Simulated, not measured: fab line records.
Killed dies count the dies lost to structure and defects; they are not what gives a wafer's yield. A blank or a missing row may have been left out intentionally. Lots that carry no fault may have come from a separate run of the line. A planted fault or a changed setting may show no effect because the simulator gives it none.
Split-lot study | flow n5 finfet | 21 wafers read across 7 lots, on a route 1938 steps long

ABOUT THE SPLIT
At N5_BEOL_M11_COAT_59 (time 60 s, resist thk 100 nm), the setting spin rpm was moved away from the recipe's 1500 rpm on 8 of the 21 wafers read, by -9.1% to +8.8%. This setting was run at the recipe's value on the other wafers.

FROM THE SPLIT TO THE READING: what the file shows between them, 7 steps
- N5_BEOL_M11_COAT_60: time 60 s, resist thk 30 nm
- N5_BEOL_M11_COAT_05: resist thk 90 nm
- N5_BEOL_M11_DESCUM_16: chemistry O2, time 7.9 s
- N5_BEOL_M11_ETCH_61: etches SiARC in CF4, target depth 39 nm, time 65 s
- N5_BEOL_M11_ETCH_62: etches SOC in N2/H2, target depth 110 nm, overetch 22 nm, time 165 s
- N5_BEOL_M11_STRIP_68: strips in N2/H2
- N5_BEOL_M11_STRIP_67: strips in CF4

THE READING
SOC_of_BEOL_M11_COAT_59.thk nm (the simulator's own value, which no gauge read), in nm, at N5_BEOL_M11_HM_OPEN_17 (chemistry Cl2/BCl3, target TiN, target depth 20 nm, overetch 6 nm). There is no usual value for it anywhere in the file. Here, 13 wafers ran the recipe; their average is 92.4 nm with a standard deviation of 0.19 nm.

wafer  | tool, chamber at the split | spin rpm as run, rpm | against the recipe | SOC_of_BEOL_M11_COAT_59.thk nm, nm | against lot-mates on the recipe
L074.2 | litho track-02, 0          | 1573                 | +4.9%              | 90                                 | -2.6
L074.3 | litho track-02, 0          | 1500                 | recipe             | 92.8                               | -
L074.5 | litho track-02, 0          | 1500                 | recipe             | 92.4                               | -
L076.1 | litho track-04, 0          | 1500                 | recipe             | 92.2                               | -
L076.4 | litho track-04, 0          | 1364                 | -9.1%              | 97.2                               | +5.0
L076.6 | litho track-04, 0          | 1364                 | -9.1%              | 97.2                               | +5.0
L077.1 | litho track-02, 0          | 1500                 | recipe             | 92.4                               | -
L077.4 | litho track-02, 0          | 1500                 | recipe             | 92.4                               | -
L077.6 | litho track-02, 0          | 1434                 | -4.4%              | 94.4                               | +2.0
L081.3 | litho track-02, 0          | 1500                 | recipe             | 92.4                               | -
L081.5 | litho track-02, 0          | 1500                 | recipe             | 92.4                               | -
L081.4 | litho track-02, 0          | 1500                 | recipe             | 92.6                               | -
L092.1 | litho track-02, 0          | 1558                 | +3.9%              | 89.8                               | -2.4
L092.4 | litho track-02, 0          | 1558                 | +3.9%              | 90                                 | -2.2
L092.6 | litho track-02, 0          | 1500                 | recipe             | 92.2                               | -
L094.2 | litho track-05, 0          | 1632                 | +8.8%              | 88                                 | -4.0
L094.5 | litho track-05, 0          | 1632                 | +8.8%              | 87.6                               | -4.4
L094.6 | litho track-05, 0          | 1500                 | recipe             | 92                                 | -
L097.1 | litho track-04, 0          | 1500                 | recipe             | 92.2                               | -
L097.5 | litho track-04, 0          | 1500                 | recipe             | 92.2                               | -
L097.3 | litho track-04, 0          | 1500                 | recipe             | 92.4                               | -

THE FIT
A straight line over all 21 wafers: SOC_of_BEOL_M11_COAT_59.thk nm changes by -0.528 nm for each +1% of spin rpm; r = -1.00; the points scatter about the line by 0.24 nm.
The same after taking each lot's own level away (the mean of its wafers on the recipe; 21 wafers): -0.52 nm for each +1%; r = -1.00; scatter 0.22 nm.
That fit puts the effect of the largest move of spin rpm on the reading at 4.7 nm.
The span of the lots' own levels, 92.00 to 92.60 nm, comes to 3.1 times the standard deviation stated above.
So the lot-to-lot level changes the slope little: the two slopes agree.
Check: for one of the wafers moved furthest among these (-9.1%), held out of the fit, the line's prediction against its lot-mates is +4.63 nm. It came out at +5 nm against them.

THE WHOLE CHAIN: every reading that the file lists as answering this split, in the file's order
step                   | what it does                                                         | reading                                                                         | change (the file's fit)               | r (the file's)
N5_BEOL_M11_COAT_59    | time 60 s, resist thk 100 nm                                         | SOC_of_BEOL_M11_COAT_59.thk nm (the simulator's own value, which no gauge read) | -0.507 nm for each +1% of the setting | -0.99
N5_BEOL_M11_ETCH_62    | etches SOC in N2/H2, target depth 110 nm, overetch 22 nm, time 165 s | etch.depth nm (the simulator's own value, which no gauge read)                  | -0.505 nm for each +1% of the setting | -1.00
N5_BEOL_M11_HM_OPEN_17 | chemistry Cl2/BCl3, target TiN, target depth 20 nm, overetch 6 nm    | SOC_of_BEOL_M11_COAT_59.thk nm (the simulator's own value, which no gauge read) | -0.518 nm for each +1% of the setting | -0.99

FILE'S OWN FIT
SOC_of_BEOL_M11_COAT_59.thk nm changes by -0.518 nm for each +1% of spin rpm, r = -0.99.
